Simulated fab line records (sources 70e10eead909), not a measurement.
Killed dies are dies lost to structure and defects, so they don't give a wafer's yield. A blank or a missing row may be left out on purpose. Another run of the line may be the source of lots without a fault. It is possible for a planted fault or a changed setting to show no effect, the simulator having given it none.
Chamber matching ; flow nandHarc ; NHARC_P_M0_DEP_32 on pecvd-03 has 3 sister chambers
The step deposits SiCN, target thk 30 nm. 6 wafers are shown with their chamber, then 12 later ones without.

== WAFERS, EACH WITH ITS CHAMBER ==
wafer;chamber;heaterPowerW (W)
L083.1;0;675
L085.1;1;533
L085.4;1;543
L086.1;2;614
L086.3;0;694
L086.6;2;630

== WAFERS WITH NO CHAMBER GIVEN ==
wafer;heaterPowerW (W)
L088.2;610
L088.4;582
L088.5;585
L090.2;671
L090.5;655
L090.6;609
L091.1;604
L091.3;712
L091.6;704
L095.1;607
L095.3;679
L095.4;644

== CHAMBER TAKEN BY EACH ==
wafer;from the rows above;in truth
L088.2;2;2
L088.4;can't be placed: 2 or 1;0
L088.5;can't be placed: 2 or 1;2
L090.2;0;0
L090.5;can't be placed: 0 or 2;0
L090.6;2;2
L091.1;2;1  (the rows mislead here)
L091.3;0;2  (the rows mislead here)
L091.6;0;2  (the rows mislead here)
L095.1;2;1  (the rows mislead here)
L095.3;0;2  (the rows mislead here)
L095.4;can't be placed: 2 or 0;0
Correctly placed: 3 of 12. These rows do not allow placing 4 (true chamber among the candidates in 3). Number placed wrongly: 5.
How it was worked out, from the rows above alone: a wafer's distance from a chamber is the root of the sum, over the readings, of the square of ((its reading less the chamber's mean) divided by the reading's scatter). The wafer belongs to the nearest chamber; if the next one is less than 2 further off, it can't be placed. For every chamber, the mean is computed from those of its wafers that are shown. How the scatter is found: for the shown wafers, subtract from each reading the mean of its chamber, square and add these, divide the total by (wafers less chambers), then take the root.
